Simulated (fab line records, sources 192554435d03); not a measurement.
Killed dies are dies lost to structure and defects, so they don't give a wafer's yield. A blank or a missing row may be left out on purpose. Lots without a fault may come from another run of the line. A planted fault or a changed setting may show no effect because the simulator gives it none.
Split-lot experiment | flow n5_finfet | 7 lots, 21 wafers read, on a route of 1938 steps

THE SPLIT
At N5_PASSIVATION_PECVD_55 (deposits SiO2 from SiH4/N2O, target thk 400 nm, time 22.5 s), the setting time_s was moved away from the recipe's 22.5 s on 6 of the 21 wafers read, by +3.9% to +12.7%. The other wafers ran this setting at the recipe's value.

The reading is taken at the split's own step.

THE READING
SiO2_of_PASSIVATION_PECVD_55.thk_nm (the simulator's own value, which no gauge read), in nm, at N5_PASSIVATION_PECVD_55 (deposits SiO2 from SiH4/N2O, target thk 400 nm, time 22.5 s). The file gives no usual value for it. The 15 wafers here that ran the recipe average 402.2 nm, standard deviation 5.8 nm.

wafer  | tool, chamber at the split | time_s as run, s | against the recipe | SiO2_of_PASSIVATION_PECVD_55.thk_nm, nm | against lot-mates on the recipe
L074.2 | pecvd-02, 1                | 22.5             | recipe             | 403.8                                   | -
L074.4 | pecvd-02, 1                | 22.5             | recipe             | 410.4                                   | -
L074.6 | pecvd-02, 2                | 22.5             | recipe             | 413.6                                   | -
L080.2 | pecvd-03, 1                | 22.5             | recipe             | 397                                     | -
L080.5 | pecvd-03, 2                | 22.5             | recipe             | 391                                     | -
L080.6 | pecvd-03, 1                | 23.37            | +3.9%              | 413.2                                   | +19.2
L081.1 | pecvd-04, 2                | 25.35            | +12.7%             | 448.2                                   | +44.6
L081.3 | pecvd-04, 2                | 25.35            | +12.7%             | 457.4                                   | +53.8
L081.5 | pecvd-04, 2                | 22.5             | recipe             | 403.6                                   | -
L084.2 | pecvd-02, 2                | 22.5             | recipe             | 399.4                                   | -
L084.3 | pecvd-02, 0                | 22.5             | recipe             | 401.6                                   | -
L084.4 | pecvd-02, 2                | 22.5             | recipe             | 407.4                                   | -
L085.1 | pecvd-02, 2                | 22.5             | recipe             | 402.2                                   | -
L085.2 | pecvd-02, 0                | 22.5             | recipe             | 405.4                                   | -
L085.3 | pecvd-02, 1                | 24.83            | +10.4%             | 451.4                                   | +47.6
L089.1 | pecvd-03, 1                | 23.81            | +5.8%              | 421.2                                   | +24.2
L089.4 | pecvd-03, 1                | 23.81            | +5.8%              | 424.8                                   | +27.8
L089.6 | pecvd-03, 0                | 22.5             | recipe             | 397                                     | -
L094.1 | pecvd-02, 0                | 22.5             | recipe             | 395.4                                   | -
L094.2 | pecvd-02, 1                | 22.5             | recipe             | 398.2                                   | -
L094.6 | pecvd-02, 0                | 22.5             | recipe             | 406.6                                   | -

THE FIT
A straight line over all 21 wafers: SiO2_of_PASSIVATION_PECVD_55.thk_nm changes by +4.1 nm for each +1% of time_s; r = +0.95; the points scatter about the line by 5.8 nm.
The same after taking each lot's own level away (the mean of its wafers on the recipe; 21 wafers): +4.11 nm for each +1%; r = +0.98; scatter 3.9 nm.
On that fit, the largest move of time_s shifts the reading by 52 nm.
The lots' own levels span 394.00 to 409.27 nm, that is 2.6 times the standard deviation above.
So the lot-to-lot level changes the slope little: the two slopes agree.
Check: with one of the wafers moved furthest among these (+12.7%) left out of the fit, the line predicts +56 nm for it against its lot-mates. It came out at +44.6 nm against them.

OTHER SPLITS ON THESE WAFERS
These wafers also went through other splits before the reading. Each is held against what the fit with the lots' levels taken away leaves over:
other split on the same wafers    | wafers away from the commonest value | r with SiO2_of_PASSIVATION_PECVD_55.thk_nm (lot level and that fit taken away)
N5_BEOL_M14_EXPOSE_25 dose_mj     | 5                                    | +0.10
N5_BEOL_M14_TRENCH_ETCH_34 time_s | 7                                    | -0.04
N5_BEOL_M14_SPUTTER_45 time_s     | 8                                    | +0.09
N5_BEOL_M14_DEP_53 time_s         | 8                                    | +0.11
N5_MIM_BOT_ETCH_ETCH_04 time_s    | 7                                    | -0.08

THE WHOLE CHAIN: every reading that the file lists as answering this split, in the file's order
step                       | what it does                                                | reading                                                                              | change (the file's fit)              | r (the file's)
N5_PASSIVATION_PECVD_55    | deposits SiO2 from SiH4/N2O, target thk 400 nm, time 22.5 s | SiO2_of_PASSIVATION_PECVD_55.thk_nm (the simulator's own value, which no gauge read) | +4.24 nm for each +1% of the setting | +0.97
N5_PASSIVATION_VIA_ETCH_13 | etches SiO2 in CHF3/O2, target depth 660 nm, time 330 s     | etch_rf_on_time_s                                                                    | withheld for each +1% of the setting | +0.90

THE FILE'S OWN FIT
SiO2_of_PASSIVATION_PECVD_55.thk_nm changes by +4.24 nm for each +1% of time_s, r = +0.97.
